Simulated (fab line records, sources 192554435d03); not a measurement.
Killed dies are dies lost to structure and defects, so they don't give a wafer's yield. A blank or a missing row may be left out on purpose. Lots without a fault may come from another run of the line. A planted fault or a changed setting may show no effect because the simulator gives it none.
Chamber matching | flow n5_finfet | N5_ZERO_LAYER_PECVD_02 on pecvd-04: 3 sister chambers
The step deposits SiO2 from SiH4/N2O, target thk 10 nm, time 6 s. 14 wafers are shown with their chamber, then 7 later ones without.

WAFERS WITH THEIR CHAMBER
wafer  | chamber | showerhead_plenum_p_Torr (Torr) | heater_power_w (W)
L076.3 | 1       | 8.20                            | 703
L076.4 | 0       | 8.37                            | 604
L076.6 | 2       | 8.11                            | 768
L077.3 | 1       | 8.20                            | 662
L077.4 | 1       | 8.21                            | 649
L077.6 | 2       | 8.13                            | 769
L080.1 | 2       | 8.13                            | 685
L080.3 | 0       | 8.38                            | 613
L080.6 | 0       | 8.39                            | 640
L088.2 | 2       | 8.12                            | 786
L088.5 | 0       | 8.40                            | 626
L088.6 | 2       | 8.11                            | 778
L090.1 | 0       | 8.38                            | 616
L090.3 | 1       | 8.22                            | 733

SIGNATURES (means of the wafers above)
reading                  | chamber 0 | chamber 1 | chamber 2 | scatter within a chamber
showerhead_plenum_p_Torr | 8.3840    | 8.2075    | 8.1200    | 0.0104
heater_power_w           | 619.80    | 686.75    | 757.20    | 32.9
Rule: a wafer's distance from a chamber is the root of the sum, over the readings, of the square of ((its reading less the chamber's mean) divided by the reading's scatter). The wafer belongs to the nearest chamber; if the next one is less than 2 further off, it can't be placed. The scatter: the root of (the sum of the squares of (reading less its chamber's mean) over the shown wafers, divided by (wafers less chambers)).

WAFERS WITHOUT THEIR CHAMBER
wafer  | showerhead_plenum_p_Torr (Torr) | heater_power_w (W)
L090.5 | 8.13                            | 718
L093.2 | 8.33                            | 612
L093.5 | 8.11                            | 712
L093.6 | 8.23                            | 731
L097.1 | 8.39                            | 604
L097.5 | 8.40                            | 620
L097.6 | 8.20                            | 599

WHICH CHAMBER EACH WENT THROUGH
wafer  | from the rows above | in truth
L090.5 | 2                   | 2
L093.2 | 0                   | 0
L093.5 | 2                   | 2
L093.6 | 1                   | 1
L097.1 | 0                   | 0
L097.5 | 0                   | 0
L097.6 | 1                   | 1
Placed correctly: 7 of 7. Can't be placed from these rows: 0. Placed wrongly: 0.
